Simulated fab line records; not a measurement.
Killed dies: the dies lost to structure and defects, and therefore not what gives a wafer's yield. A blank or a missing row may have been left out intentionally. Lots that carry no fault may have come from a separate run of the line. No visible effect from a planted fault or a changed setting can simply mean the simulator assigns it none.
Chamber matching	flow nand-harc	rie-diel-03 running NHARC_A_CONTACT_ETCH_102: 4 sister chambers
The step etches the open film in CF4/O2, target depth 100 nm, overetch 10 nm, time 55 s. 8 wafers are shown with their chamber, then 6 later ones without.

WAFERS, EACH WITH ITS CHAMBER
wafer	chamber	drypump-motor-current-A (A)	showerhead-plenum-p-Torr (Torr)
L844.5	1	5.7	1.35
L848.3	2	6.0	1.35
L855.1	1	5.8	1.35
L855.4	3	5.7	1.23
L855.5	2	6.0	1.34
L857.2	3	5.7	1.23
L857.3	0	5.9	1.44
L857.6	0	5.9	1.44

WAFERS WITH NO CHAMBER GIVEN
wafer	drypump-motor-current-A (A)	showerhead-plenum-p-Torr (Torr)
L856.1	5.7	1.23
L856.2	5.8	1.35
L856.6	5.7	1.23
L858.4	6.0	1.34
L858.5	6.0	1.44
L858.6	5.7	1.23

THE CHAMBER EACH PASSED THROUGH
wafer	from the rows above	in truth
L856.1	3	3
L856.2	1	1
L856.6	3	3
L858.4	2	2
L858.5	0	0
L858.6	3	3
Correct placement for 6 of the 6. Number that these rows cannot place: 0. Placed wrongly: 0.
How it was worked out, from the rows above alone: a wafer's distance from a chamber is the root of the sum, over the readings, of the square of ((its reading less the chamber's mean) divided by the reading's scatter). The wafer belongs to the nearest chamber; if the next one is less than 2 further off, it can't be placed. For every chamber, the mean is computed from those of its wafers that are shown. The scatter is the square root of a quotient: the sum, over the shown wafers, of each reading's squared deviation from its chamber's mean, divided by wafers minus chambers.
